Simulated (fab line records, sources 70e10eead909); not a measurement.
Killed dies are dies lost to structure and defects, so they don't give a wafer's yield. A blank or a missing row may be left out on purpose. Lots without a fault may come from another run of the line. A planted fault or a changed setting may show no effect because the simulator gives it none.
Chamber matching | flow nand_harc | NHARC_A_BLC_ETCH_16 on rie_diel-10: 4 sister chambers
The step etches the open film in CF4, target depth 39 nm, time 65 s. 45 wafers are shown with their chamber, then 12 later ones without.

WAFERS WITH THEIR CHAMBER
wafer  | chamber | showerhead_plenum_p_Torr (Torr) | drypump_motor_current_A (A) | oes_product_au (a.u.)
L074.2 | 0       | 1.71                            | 6.1                         | 1.011
L074.3 | 1       | 1.88                            | 5.4                         | 1.016
L074.5 | 0       | 1.71                            | 6.1                         | 1.011
L074.1 | 3       | 1.85                            | 5.7                         | 1.020
L074.4 | 2       | 1.74                            | 6.0                         | 1.013
L074.6 | 1       | 1.87                            | 5.4                         | 1.009
L076.1 | 1       | 1.87                            | 5.4                         | 1.010
L076.2 | 3       | 1.85                            | 5.8                         | 1.028
L076.3 | 0       | 1.71                            | 6.2                         | 1.008
L076.4 | 1       | 1.87                            | 5.4                         | 1.007
L076.5 | 3       | 1.85                            | 5.8                         | 1.021
L076.6 | 0       | 1.71                            | 6.1                         | 1.021
L078.2 | 0       | 1.71                            | 6.2                         | 1.016
L078.5 | 3       | 1.85                            | 5.8                         | 1.013
L078.6 | 1       | 1.87                            | 5.4                         | 1.005
L079.1 | 2       | 1.74                            | 5.9                         | 1.008
L079.5 | 3       | 1.85                            | 5.8                         | 1.027
L079.6 | 2       | 1.74                            | 5.9                         | 1.003
L081.2 | 0       | 1.71                            | 6.1                         | 1.011
L081.3 | 3       | 1.85                            | 5.8                         | 1.011
L081.6 | 0       | 1.71                            | 6.2                         | 1.002
L080.3 | 3       | 1.85                            | 5.8                         | 1.030
L080.4 | 0       | 1.71                            | 6.1                         | 1.007
L080.6 | 0       | 1.71                            | 6.1                         | 1.018
L082.1 | 1       | 1.87                            | 5.4                         | 1.010
L082.2 | 2       | 1.74                            | 5.9                         | 0.997
L082.6 | 2       | 1.74                            | 5.9                         | 0.992
L083.1 | 0       | 1.71                            | 6.2                         | 1.004
L083.2 | 3       | 1.85                            | 5.8                         | 1.020
L083.6 | 2       | 1.74                            | 5.9                         | 1.024
L084.3 | 2       | 1.74                            | 5.9                         | 1.016
L084.4 | 3       | 1.85                            | 5.8                         | 1.015
L084.5 | 2       | 1.74                            | 5.9                         | 1.020
L084.1 | 0       | 1.71                            | 6.2                         | 0.993
L084.2 | 1       | 1.87                            | 5.4                         | 0.980
L084.6 | 3       | 1.85                            | 5.8                         | 1.020
L085.2 | 2       | 1.74                            | 6.0                         | 1.021
L085.4 | 2       | 1.74                            | 6.0                         | 1.016
L085.6 | 1       | 1.87                            | 5.4                         | 0.991
L086.3 | 2       | 1.74                            | 5.9                         | 1.018
L086.4 | 1       | 1.87                            | 5.4                         | 0.976
L086.6 | 1       | 1.87                            | 5.4                         | 0.983
L088.1 | 1       | 1.87                            | 5.4                         | 0.983
L088.3 | 0       | 1.71                            | 6.1                         | 0.983
L088.4 | 2       | 1.74                            | 5.9                         | 1.020

SIGNATURES (means of the wafers above)
reading                  | chamber 0 | chamber 1 | chamber 2 | chamber 3 | scatter within a chamber
showerhead_plenum_p_Torr | 1.7100    | 1.8709    | 1.7400    | 1.8500    | 0.00149
drypump_motor_current_A  | 6.142     | 5.400     | 5.925     | 5.790     | 0.0385
oes_product_au           | 1.00708   | 0.99727   | 1.01233   | 1.02050   | 0.011
Rule: a wafer's distance from a chamber is the root of the sum, over the readings, of the square of ((its reading less the chamber's mean) divided by the reading's scatter). The wafer belongs to the nearest chamber; if the next one is less than 2 further off, it can't be placed. The scatter: the root of (the sum of the squares of (reading less its chamber's mean) over the shown wafers, divided by (wafers less chambers)).

WAFERS WITHOUT THEIR CHAMBER
wafer  | showerhead_plenum_p_Torr (Torr) | drypump_motor_current_A (A) | oes_product_au (a.u.)
L091.3 | 1.85                            | 5.8                         | 1.016
L091.5 | 1.71                            | 6.2                         | 0.994
L091.6 | 1.87                            | 5.4                         | 0.989
L092.1 | 1.70                            | 6.2                         | 0.992
L092.2 | 1.85                            | 5.8                         | 1.029
L092.5 | 1.74                            | 5.9                         | 1.013
L097.1 | 1.70                            | 6.2                         | 0.995
L097.3 | 1.74                            | 5.9                         | 1.019
L097.6 | 1.87                            | 5.4                         | 0.989
L095.1 | 1.87                            | 5.4                         | 0.992
L095.4 | 1.74                            | 5.9                         | 1.020
L095.5 | 1.74                            | 5.9                         | 1.022

WHICH CHAMBER EACH WENT THROUGH
wafer  | from the rows above | in truth
L091.3 | 3                   | 3
L091.5 | 0                   | 0
L091.6 | 1                   | 1
L092.1 | 0                   | 0
L092.2 | 3                   | 3
L092.5 | 2                   | 2
L097.1 | 0                   | 0
L097.3 | 2                   | 2
L097.6 | 1                   | 1
L095.1 | 1                   | 1
L095.4 | 2                   | 2
L095.5 | 2                   | 2
Placed correctly: 12 of 12. Can't be placed from these rows: 0. Placed wrongly: 0.
